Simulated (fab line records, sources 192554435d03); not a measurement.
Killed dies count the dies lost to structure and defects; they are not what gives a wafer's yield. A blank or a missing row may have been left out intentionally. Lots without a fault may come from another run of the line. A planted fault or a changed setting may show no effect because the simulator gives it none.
fab line records	flow n5_finfet
record: lots: 24	wafers: 72	last_day: 18
route steps=1938 shown BEOL_M14@1770 BEOL_M15@1795 MIM_TOP@1837 MIM_BOT_LITHO@1864
lots that met no fault: taken from a fault-free run of the same line
start_h: hours from the record's first day to the start of the lot's first wafer shown	wait_h: how many hours have passed since the lot's step before this one	" unchanged from the row above	L1.1+2: several wafers, shown together as one row	- no value, or no start given	* or withheld: withheld	< > ~ a bound
route shown NAME@n: names a module that has steps shown in the file, with the first one's number in the route	usual: mean/standard deviation taken from wafers without a fault	same: alike in all rows	chamber/n: place in a boat	sites: readings site by site	_std_site: the values' standard deviation	_edge_site: the outer-site mean with the inner-site mean subtracted	radius_mm: how far each site lies from the wafer's centre	mask NAME#n: copy n	behind: the tool/chamber that last shaped the wafer	hold: what put the lot on hold/how long, in hours/how the hold closed	device: whichever transistor did not switch (one of n, p or np)	end of line: at the end of the route, the tests of the same wafers	a step with no rows: only its recipe	killed: dies lost to structure and defects at the first sort, not the wafer's yield	map: per-die view of a wafer (x killed, . not killed, _ where there is no die)
set.NAME: the run value of the setting; set.NAME@STEP: its run value at that earlier step	model.NAME: the simulator's own value behind a step, which no gauge read
steps of the route over a sample of lots; a table a step, a row a wafer
services: a tool's chamber out of use, with start hour (start_h, from the record's first day; less than 0 if before it), hours out, and reason
== steps ==
step: N5_BEOL_M14_DEP_53
recipe: material: SiCN	target_thk_a: 500	temp_c: withheld	precursor: 3MS/NH3	pressure_torr: 3	rf_w: 675	time_s: 17.8
usual: showerhead_plenum_p_Torr: 4.158/0.026	throttle_valve_pct: 18.3/1.2
lot.wafer	tool	chamber	start_h	wait_h	showerhead_plenum_p_Torr	throttle_valve_pct
L075.1	pecvd-04	2	277.66	0.0	4.135	16.9
L075.2	"	0	"	"	4.188	18.0
L075.6	"	2	"	"	4.138	16.7
L074.3	pecvd-04	2	282.58	0.0	4.132	17.1
L074.5	"	2	"	"	4.142	17.0
L074.6	"	0	"	"	4.187	18.1
L076.4	pecvd-04	2	291.88	0.0	4.139	16.9
L076.5	"	0	"	"	4.166	18.0
L076.6	"	1	"	"	4.147	18.0
L077.2	pecvd-04	1	292.54	0.0	4.154	18.0
L077.5	"	2	"	"	4.134	16.4
L077.6	"	0	"	"	4.187	18.1
L079.2	pecvd-01	1	296.88	0.0	4.181	17.4
L079.3	"	1	"	"	4.186	17.4
L079.4	"	0	"	"	4.162	21.9
L078.3	pecvd-03	0	297.20	0.0	4.185	19.3
L078.4	"	2	"	"	4.173	17.6
L078.6	"	1	"	"	4.115	18.8
L080.2	pecvd-03	2	305.71	0.0	4.179	17.6
L080.5	"	2	"	"	4.180	17.6
L080.6	"	1	"	"	4.106	18.9
L083.3	pecvd-03	2	306.04	0.0	4.168	17.5
L083.5	"	1	"	"	4.118	18.8
L083.6	"	2	"	"	4.178	17.4
L081.1	pecvd-01	1	322.85	0.0	4.178	17.6
L081.4	"	2	"	"	4.162	17.9
L081.5	"	1	"	"	4.179	17.4
L084.2	pecvd-03	2	335.71	0.0	4.162	17.4
L084.3	"	0	"	"	4.180	19.3
L084.5	"	0	"	"	4.183	19.2
L082.1	pecvd-03	0	336.10	0.0	4.195	19.5
L082.3	"	2	"	"	4.181	17.7
L082.4	"	0	"	"	4.194	19.5
L088.1	pecvd-03	2	338.33	0.0	4.181	17.5
L088.5	"	1	"	"	4.128	19.0
L088.6	"	2	"	"	4.165	17.8
L085.2	pecvd-04	0	346.28	0.0	4.182	17.9
L085.3	"	2	"	"	4.140	17.3
L085.4	"	0	"	"	4.188	17.7
L086.1	pecvd-03	1	352.06	0.0	4.116	18.8
L086.5	"	1	"	"	4.108	18.9
L086.6	"	0	"	"	4.205	19.3
L087.1	pecvd-04	0	353.14	0.0	4.185	18.1
L087.3	"	0	"	"	4.193	18.1
L087.6	"	1	"	"	4.157	18.4
L089.2	pecvd-03	0	363.41	0.0	4.196	19.1
L089.5	"	0	"	"	4.186	19.5
L089.6	"	1	"	"	4.105	18.8
L092.1	pecvd-04	1	364.88	0.0	4.149	18.0
L092.4	"	0	"	"	4.184	18.0
L092.6	"	2	"	"	4.142	17.1
L090.1	pecvd-04	2	369.89	0.0	4.137	17.0
L090.3	"	1	"	"	4.155	17.9
L090.4	"	0	"	"	4.171	18.1
L091.1	pecvd-04	1	374.00	0.0	4.148	18.1
L091.2	"	2	"	"	4.120	16.9
L091.3	"	0	"	"	4.185	17.9
L093.1	pecvd-04	0	382.05	0.0	4.180	17.8
L093.2	"	1	"	"	4.150	18.1
L093.4	"	1	"	"	4.148	18.0
L094.1	pecvd-04	0	384.20	0.0	4.186	18.2
L094.5	"	1	"	"	4.154	17.9
L094.6	"	2	"	"	4.137	17.0
L095.3	pecvd-03	2	392.35	0.0	4.181	17.5
L095.5	"	1	"	"	4.116	18.7
L095.6	"	2	"	"	4.177	17.9
L096.1	pecvd-01	0	410.32	0.0	4.151	21.9
L096.2	"	2	"	"	4.161	18.2
L096.4	"	2	"	"	4.152	18.3
L097.2	pecvd-04	1	419.05	0.0	4.146	18.1
L097.3	"	0	"	"	4.190	17.9
L097.5	"	2	"	"	4.132	17.0
step: N5_BEOL_M15_ETCH_57
recipe: chemistry: N2/H2	target: SOC	source_w: 3000	bias_w: 350	time_s: 750	ion_energy_ev: 200	pressure_mtorr: 30	n2_flow_sccm: 200	h2_flow_sccm: 200
usual: bias_w: 350.0/1	drypump_motor_current_A: 5.6/0.44	oes_product_au: 0.82/0.083	rf_vpp_V: 524/3.1	showerhead_plenum_p_Torr: 2.56/0.1	throttle_valve_pct: 17.92/0.21
lot.wafer	tool	chamber	start_h	wait_h	bias_w	drypump_motor_current_A	oes_product_au	rf_hours_counter_h	rf_vpp_V	showerhead_plenum_p_Torr	throttle_valve_pct
L075.1	rie_diel-04	0	279.16	-	349.0	4.8	0.87	38	527	2.71	17.61
L075.2	"	2	"	"	349.8	6.2	0.82	69	528	2.68	18.02
L075.6	"	2	"	"	348.6	6.2	0.82	-	526	2.68	18.02
L074.3	rie_diel-05	2	284.05	-	348.7	5.5	0.79	119	521	2.45	17.88
L074.5	"	3	"	"	351.6	5.9	0.83	-	528	2.69	17.68
L074.6	"	2	"	"	350.6	5.5	0.78	-	521	2.45	17.86
L076.4	rie_diel-02	2	293.45	-	348.6	5.9	0.83	67	528	2.69	17.84
L076.5	"	0	"	"	349.0	5.7	0.69	-	522	2.52	18.08
L076.6	"	3	"	"	351.8	5.7	0.88	-	522	2.49	17.99
L077.2	rie_diel-04	2	294.10	-	348.3	6.1	0.82	74	527	2.68	18.03
L077.5	"	0	"	"	350.7	4.8	0.86	-	530	2.71	17.60
L077.6	"	1	"	"	350.7	5.2	1.01	-	522	2.49	17.46
L079.2	rie_diel-04	3	298.40	-	350.3	6.2	0.76	158	521	2.46	18.26
L079.3	"	1	"	"	347.7	5.2	1.00	5	523	2.49	17.46
L079.4	"	0	"	"	349.6	4.8	0.86	44	528	2.71	17.62
L078.3	rie_diel-02	0	299.12	-	348.5	5.7	0.69	229	524	2.52	18.10
L078.4	"	1	"	"	347.9	5.1	0.87	48	522	2.48	17.88
L078.6	"	1	"	"	349.9	5.1	0.87	-	523	2.48	17.87
L080.2	rie_diel-02	1	307.24	-	351.5	5.1	0.87	51	520	2.47	17.89
L080.5	"	2	"	"	349.7	5.9	0.82	-	527	2.69	17.84
L080.6	"	1	"	"	350.2	5.1	0.86	-	523	2.47	17.88
L083.3	rie_diel-04	1	307.41	-	348.0	5.2	0.97	7	522	2.49	17.45
L083.5	"	2	"	"	350.7	6.1	0.80	-	528	2.68	18.02
L083.6	"	1	"	"	350.0	5.2	0.98	-	523	2.49	17.46
L081.1	rie_diel-05	1	324.34	-	350.9	6.3	0.68	232	523	2.53	18.25
L081.4	"	0	"	"	348.0	5.4	0.94	9	529	2.73	17.82
L081.5	"	3	"	"	348.7	5.9	0.82	-	528	2.68	17.70
L084.2	rie_diel-04	0	337.21	-	350.8	4.8	0.84	56	529	2.70	17.64
L084.3	"	1	"	"	350.7	5.2	0.95	16	521	2.49	17.47
L084.5	"	3	"	"	352.1	6.2	0.75	-	522	2.45	18.28
L082.1	rie_diel-05	0	338.04	-	349.3	5.4	0.92	13	528	2.73	17.85
L082.3	"	1	"	"	350.1	6.3	0.68	236	524	2.53	18.27
L082.4	"	2	"	"	351.2	5.5	0.77	137	520	2.44	17.90
L088.1	rie_diel-05	0	339.90	-	350.6	5.4	0.92	14	531	2.73	17.85
L088.5	"	2	"	"	349.0	5.5	0.77	-	521	2.44	17.90
L088.6	"	1	"	"	348.3	6.3	0.67	-	522	2.53	18.27
L085.2	rie_diel-02	1	347.77	-	350.6	5.0	0.85	63	523	2.47	17.92
L085.3	"	0	"	"	348.6	5.7	0.67	244	524	2.51	18.11
L085.4	"	2	"	"	349.4	5.8	0.80	84	526	2.68	17.85
L086.1	rie_diel-05	1	353.79	-	351.3	6.3	0.67	241	524	2.52	18.29
L086.5	"	1	"	"	350.9	6.3	0.68	-	523	2.52	18.27
L086.6	"	0	"	"	350.1	5.4	0.92	-	529	2.73	17.85
L087.1	rie_diel-02	1	355.12	-	350.5	5.1	0.86	65	522	2.47	17.91
L087.3	"	0	"	"	349.9	5.7	0.68	247	523	2.51	18.12
L087.6	"	3	"	"	348.7	5.7	0.84	-	521	2.49	18.03
L089.2	rie_diel-02	3	364.91	-	351.3	5.7	0.84	81	521	2.48	18.01
L089.5	"	1	"	"	349.7	5.1	0.86	-	523	2.47	17.91
L089.6	"	3	"	"	350.4	5.8	0.84	-	522	2.48	18.03
L092.1	rie_diel-02	0	366.48	-	348.6	5.8	0.68	253	522	2.51	18.15
L092.4	"	1	"	"	348.9	5.0	0.85	-	522	2.47	17.92
L092.6	"	3	"	"	349.0	5.7	0.85	-	522	2.48	18.02
L090.1	rie_diel-04	1	371.74	-	350.0	5.2	0.91	28	523	2.48	17.50
L090.3	"	2	"	"	349.4	6.2	0.78	98	527	2.67	18.08
L090.4	"	0	"	"	349.5	4.8	0.83	68	528	2.70	17.64
L091.1	rie_diel-02	2	375.39	-	349.5	5.9	0.81	87	528	2.68	17.87
L091.2	"	1	"	"	349.4	5.1	0.84	74	522	2.46	17.92
L091.3	"	3	"	"	350.0	5.7	0.83	86	521	2.48	18.04
L093.1	rie_diel-05	3	383.42	-	351.5	5.9	0.81	103	527	2.68	17.74
L093.2	"	2	"	"	348.3	5.5	0.76	150	520	2.44	17.94
L093.4	"	1	"	"	351.6	6.3	0.67	249	522	2.52	18.30
L094.1	rie_diel-02	2	385.68	-	349.5	5.8	0.81	92	528	2.68	17.87
L094.5	"	1	"	"	349.8	5.1	0.84	-	522	2.46	17.92
L094.6	"	2	"	"	351.4	5.8	0.81	-	528	2.68	17.86
L095.3	rie_diel-02	1	394.05	-	350.7	5.1	0.83	81	522	2.46	17.93
L095.5	"	0	"	"	350.4	5.8	0.98	-	521	2.51	17.70
L095.6	"	3	"	"	350.3	5.7	0.83	-	521	2.48	18.04
L096.1	rie_diel-05	3	411.89	-	349.2	5.9	0.79	111	527	2.67	17.76
L096.2	"	1	"	"	350.4	6.3	0.99	1	523	2.52	17.82
L096.4	"	0	"	"	352.8	5.4	0.88	34	528	2.72	17.86
L097.2	rie_diel-05	1	420.74	-	350.3	6.3	0.97	3	523	2.52	17.82
L097.3	"	2	"	"	349.6	5.5	0.75	160	522	2.44	17.94
L097.5	"	0	"	"	349.2	5.4	0.88	-	528	2.72	17.86
step: N5_BEOL_M15_PRE_CLEAN_42
recipe: gas: H2/He	time_s: 30	temp_c: 300
usual: heater_power_w: 453/39
lot.wafer	tool	chamber	start_h	wait_h	heater_power_w
L075.1	pvd_sputter-02	-	282.02	0.0	435
L075.2	"	-	"	"	435
L075.6	"	-	"	"	394
L074.3	pvd_sputter-03	-	288.77	0.0	455
L074.5	"	-	"	"	433
L074.6	"	-	"	"	470
L076.4	pvd_sputter-02	-	299.55	0.0	395
L076.5	"	-	"	"	515
L076.6	"	-	"	"	428
L077.2	pvd_sputter-02	-	300.05	0.0	429
L077.5	"	-	"	"	506
L077.6	"	-	"	"	433
L079.2	pvd_sputter-02	-	300.95	0.0	535
L079.3	"	-	"	"	437
L079.4	"	-	"	"	396
L078.3	pvd_sputter-03	-	307.09	0.0	443
L078.4	"	-	"	"	418
L078.6	"	-	"	"	445
L080.2	pvd_sputter-02	-	311.96	0.0	425
L080.5	"	-	"	"	433
L080.6	"	-	"	"	511
L083.3	pvd_sputter-02	-	312.40	0.0	431
L083.5	"	-	"	"	430
L083.6	"	-	"	"	391
L081.1	pvd_sputter-01	-	327.29	0.0	420
L081.4	"	-	"	"	429
L081.5	"	-	"	"	440
L084.2	pvd_sputter-03	-	340.89	0.0	431
L084.3	"	-	"	"	526
L084.5	"	-	"	"	422
L082.1	pvd_sputter-03	-	343.37	0.0	423
L082.3	"	-	"	"	442
L082.4	"	-	"	"	470
L088.1	pvd_sputter-03	-	345.33	0.0	513
L088.5	"	-	"	"	514
L088.6	"	-	"	"	481
L085.2	pvd_sputter-03	-	350.85	0.0	443
L085.3	"	-	"	"	477
L085.4	"	-	"	"	407
L086.1	pvd_sputter-02	-	355.77	0.0	405
L086.5	"	-	"	"	443
L086.6	"	-	"	"	394
L087.1	pvd_sputter-03	-	358.43	0.0	469
L087.3	"	-	"	"	436
L087.6	"	-	"	"	474
L089.2	pvd_sputter-03	-	368.31	0.0	455
L089.5	"	-	"	"	410
L089.6	"	-	"	"	442
L092.1	pvd_sputter-01	-	370.80	0.0	453
L092.4	"	-	"	"	454
L092.6	"	-	"	"	438
L090.1	pvd_sputter-02	-	377.86	0.0	427
L090.3	"	-	"	"	509
L090.4	"	-	"	"	438
L091.1	pvd_sputter-03	-	378.01	0.0	427
L091.2	"	-	"	"	520
L091.3	"	-	"	"	452
L093.1	pvd_sputter-02	-	385.49	0.0	388
L093.2	"	-	"	"	501
L093.4	"	-	"	"	423
L094.1	pvd_sputter-02	-	390.76	0.0	516
L094.5	"	-	"	"	447
L094.6	"	-	"	"	397
L095.3	pvd_sputter-01	-	400.48	0.0	484
L095.5	"	-	"	"	454
L095.6	"	-	"	"	418
L096.1	pvd_sputter-03	-	415.54	0.0	430
L096.2	"	-	"	"	526
L096.4	"	-	"	"	477
L097.2	pvd_sputter-01	-	422.50	0.0	414
L097.3	"	-	"	"	463
L097.5	"	-	"	"	450
step: N5_BEOL_M15_THK_MEAS_50
recipe: thk_meas_gauge: xrf	reads: Cu_of_BEOL_M15_ECD_47
usual: M15_THK: 852/15
lot.wafer	tool	chamber	start_h	wait_h	M15_THK[nm]
L075.1	film_metro-01	-	283.33	-	827
L075.2	"	-	"	"	862
L075.6	"	-	"	"	817
L074.3	film_metro-02	-	289.93	-	853
L074.5	"	-	"	"	847
L074.6	"	-	"	"	836
L076.4	film_metro-01	-	300.74	-	847
L076.5	"	-	"	"	862
L076.6	"	-	"	"	845
L077.2	film_metro-01	-	301.21	-	822
L077.5	"	-	"	"	848
L077.6	"	-	"	"	846
L079.2	film_metro-01	-	302.11	-	859
L079.3	"	-	"	"	844
L079.4	"	-	"	"	876
L078.3	film_metro-01	-	308.24	-	842
L078.4	"	-	"	"	860
L078.6	"	-	"	"	859
L080.2	film_metro-02	-	313.39	-	851
L080.5	"	-	"	"	853
L080.6	"	-	"	"	852
L083.3	film_metro-02	-	313.58	-	861
L083.5	"	-	"	"	867
L083.6	"	-	"	"	836
L081.1	film_metro-02	-	328.70	-	870
L081.4	"	-	"	"	882
L081.5	"	-	"	"	864
L084.2	film_metro-01	-	342.04	-	860
L084.3	"	-	"	"	832
L084.5	"	-	"	"	836
L082.1	film_metro-02	-	344.52	-	854
L082.3	"	-	"	"	851
L082.4	"	-	"	"	826
L088.1	film_metro-02	-	346.48	-	837
L088.5	"	-	"	"	868
L088.6	"	-	"	"	829
L085.2	film_metro-02	-	352.27	-	864
L085.3	"	-	"	"	869
L085.4	"	-	"	"	878
L086.1	film_metro-02	-	357.54	-	851
L086.5	"	-	"	"	896
L086.6	"	-	"	"	881
L087.1	film_metro-01	-	359.77	-	814
L087.3	"	-	"	"	857
L087.6	"	-	"	"	859
L089.2	film_metro-02	-	369.62	-	863
L089.5	"	-	"	"	858
L089.6	"	-	"	"	878
L092.1	film_metro-02	-	371.95	-	864
L092.4	"	-	"	"	851
L092.6	"	-	"	"	849
L090.1	film_metro-02	-	379.01	-	822
L090.3	"	-	"	"	863
L090.4	"	-	"	"	859
L091.1	film_metro-01	-	379.60	-	850
L091.2	"	-	"	"	857
L091.3	"	-	"	"	849
L093.1	film_metro-01	-	386.65	-	846
L093.2	"	-	"	"	847
L093.4	"	-	"	"	840
L094.1	film_metro-01	-	391.91	-	859
L094.5	"	-	"	"	823
L094.6	"	-	"	"	854
L095.3	film_metro-02	-	401.63	-	836
L095.5	"	-	"	"	857
L095.6	"	-	"	"	839
L096.1	film_metro-01	-	418.99	-	856
L096.2	"	-	"	"	858
L096.4	"	-	"	"	845
L097.2	film_metro-01	-	423.76	-	852
L097.3	"	-	"	"	836
L097.5	"	-	"	"	838
step: N5_MIM_TOP_DEGAS_04
recipe: ambient: vacuum	temp_c: 300	time_s: 60
usual: heater_power_w: 455/39
lot.wafer	tool	chamber	start_h	wait_h	heater_power_w
L075.1	pvd_sputter-03	-	287.51	-	420
L075.2	"	-	"	"	451
L075.6	"	-	"	"	416
L074.3	pvd_sputter-02	-	294.49	-	395
L074.5	"	-	"	"	438
L074.6	"	-	"	"	531
L076.4	pvd_sputter-03	-	304.69	-	445
L076.5	"	-	"	"	475
L076.6	"	-	"	"	448
L077.2	pvd_sputter-02	-	305.31	-	398
L077.5	"	-	"	"	513
L077.6	"	-	"	"	430
L079.2	pvd_sputter-01	-	306.42	-	449
L079.3	"	-	"	"	484
L079.4	"	-	"	"	460
L078.3	pvd_sputter-03	-	311.51	-	423
L078.4	"	-	"	"	466
L078.6	"	-	"	"	508
L080.2	pvd_sputter-02	-	317.54	-	432
L080.5	"	-	"	"	435
L080.6	"	-	"	"	391
L083.3	pvd_sputter-02	-	317.66	-	400
L083.5	"	-	"	"	396
L083.6	"	-	"	"	431
L081.1	pvd_sputter-03	-	331.88	-	418
L081.4	"	-	"	"	472
L081.5	"	-	"	"	452
L084.2	pvd_sputter-02	-	345.82	-	507
L084.3	"	-	"	"	449
L084.5	"	-	"	"	387
L082.1	pvd_sputter-01	-	346.82	-	442
L082.3	"	-	"	"	448
L082.4	"	-	"	"	411
L088.1	pvd_sputter-02	-	350.42	-	424
L088.5	"	-	"	"	532
L088.6	"	-	"	"	424
L085.2	pvd_sputter-02	-	355.17	-	428
L085.3	"	-	"	"	447
L085.4	"	-	"	"	403
L086.1	pvd_sputter-02	-	359.57	-	522
L086.5	"	-	"	"	437
L086.6	"	-	"	"	519
L087.1	pvd_sputter-02	-	363.21	-	397
L087.3	"	-	"	"	431
L087.6	"	-	"	"	438
L089.2	pvd_sputter-02	-	372.75	-	423
L089.5	"	-	"	"	516
L089.6	"	-	"	"	434
L092.1	pvd_sputter-03	-	375.41	-	511
L092.4	"	-	"	"	470
L092.6	"	-	"	"	472
L090.1	pvd_sputter-03	-	382.09	-	440
L090.3	"	-	"	"	481
L090.4	"	-	"	"	413
L091.1	pvd_sputter-03	-	382.63	-	418
L091.2	"	-	"	"	437
L091.3	"	-	"	"	480
L093.1	pvd_sputter-01	-	391.34	-	470
L093.2	"	-	"	"	458
L093.4	"	-	"	"	454
L094.1	pvd_sputter-01	-	394.49	-	451
L094.5	"	-	"	"	447
L094.6	"	-	"	"	479
L095.3	pvd_sputter-02	-	407.47	-	418
L095.5	"	-	"	"	523
L095.6	"	-	"	"	437
L096.1	pvd_sputter-01	-	422.13	-	421
L096.2	"	-	"	"	450
L096.4	"	-	"	"	453
L097.2	pvd_sputter-01	-	425.89	-	441
L097.3	"	-	"	"	452
L097.5	"	-	"	"	485
step: N5_MIM_BOT_LITHO_INSPECT_12
recipe: mode: adi	inspect_instrument: macro
usual: raw_defect_count: 2.0/1.4
lot.wafer	tool	chamber	start_h	wait_h	raw_defect_count
L075.1	defect_inspect-01	-	289.36	0.0	1
L075.2	"	-	"	"	3
L075.6	"	-	"	"	2
L074.3	defect_inspect-01	-	295.83	0.0	1
L074.5	"	-	"	"	0
L074.6	"	-	"	"	0
L076.4	defect_inspect-02	-	306.17	0.0	2
L076.5	"	-	"	"	3
L076.6	"	-	"	"	1
L077.2	defect_inspect-01	-	306.67	0.0	3
L077.5	"	-	"	"	2
L077.6	"	-	"	"	1
L079.2	defect_inspect-02	-	307.69	0.0	0
L079.3	"	-	"	"	0
L079.4	"	-	"	"	1
L078.3	defect_inspect-02	-	312.92	0.0	2
L078.4	"	-	"	"	4
L078.6	"	-	"	"	3
L080.2	defect_inspect-02	-	318.90	0.0	2
L080.5	"	-	"	"	2
L080.6	"	-	"	"	3
L083.3	defect_inspect-02	-	319.19	0.0	1
L083.5	"	-	"	"	4
L083.6	"	-	"	"	6
L081.1	defect_inspect-02	-	333.29	0.0	1
L081.4	"	-	"	"	2
L081.5	"	-	"	"	0
L084.2	defect_inspect-02	-	347.17	0.0	1
L084.3	"	-	"	"	4
L084.5	"	-	"	"	1
L082.1	defect_inspect-01	-	348.24	0.0	0
L082.3	"	-	"	"	4
L082.4	"	-	"	"	3
L088.1	defect_inspect-02	-	351.90	0.0	1
L088.5	"	-	"	"	2
L088.6	"	-	"	"	2
L085.2	defect_inspect-01	-	356.71	0.0	2
L085.3	"	-	"	"	2
L085.4	"	-	"	"	2
L086.1	defect_inspect-02	-	360.91	0.0	1
L086.5	"	-	"	"	3
L086.6	"	-	"	"	2
L087.1	defect_inspect-02	-	364.56	0.0	2
L087.3	"	-	"	"	2
L087.6	"	-	"	"	4
L089.2	defect_inspect-01	-	373.97	0.0	0
L089.5	"	-	"	"	4
L089.6	"	-	"	"	2
L092.1	defect_inspect-01	-	376.76	0.0	1
L092.4	"	-	"	"	1
L092.6	"	-	"	"	4
L090.1	defect_inspect-02	-	383.77	0.0	2
L090.3	"	-	"	"	0
L090.4	"	-	"	"	5
L091.1	defect_inspect-01	-	384.21	0.0	1
L091.2	"	-	"	"	2
L091.3	"	-	"	"	2
L093.1	defect_inspect-01	-	392.96	0.0	7
L093.2	"	-	"	"	3
L093.4	"	-	"	"	3
L094.1	defect_inspect-01	-	395.86	0.0	6
L094.5	"	-	"	"	3
L094.6	"	-	"	"	0
L095.3	defect_inspect-01	-	408.82	0.0	1
L095.5	"	-	"	"	3
L095.6	"	-	"	"	0
L096.1	defect_inspect-01	-	423.63	0.0	1
L096.2	"	-	"	"	1
L096.4	"	-	"	"	2
L097.2	defect_inspect-02	-	427.28	0.0	1
L097.3	"	-	"	"	2
L097.5	"	-	"	"	2
== services ==
tool	chamber	start_h	hours	kind
pecvd-01	-	256.66	1.3	repair
rie_diel-05	0	273.24	-	clean
rie_diel-05	0	273.24	-	consumable_replace:focus_ring
rie_diel-05	0	273.24	-	consumable_replace:showerhead
pecvd-01	2	293.32	26.4	repair
pvd_sputter-01	-	312.40	8.6	repair
pecvd-01	-	340.65	9.4	repair
pecvd-04	2	349.70	5.5	scheduled_down
rie_diel-04	3	352.37	5.9	repair
rie_diel-05	3	368.86	6.4	repair
rie_diel-02	0	371.14	-	clean
rie_diel-02	0	371.14	-	consumable_replace:focus_ring
rie_diel-02	0	371.14	15.0	scheduled_down
rie_diel-02	0	371.14	15.0	vent_cycle
rie_diel-05	-	372.88	0.2	repair
pecvd-03	2	381.38	5.5	scheduled_down
rie_diel-05	0	381.64	1.3	repair
rie_diel-05	1	387.41	-	clean
rie_diel-05	1	387.41	-	consumable_replace:focus_ring
rie_diel-05	1	387.41	18.7	scheduled_down
rie_diel-05	1	387.41	18.7	vent_cycle
pecvd-03	2	392.81	2.1	scheduled_down
rie_diel-04	3	406.27	3.4	repair
rie_diel-05	3	419.07	2.9	repair
== key ==
fault none
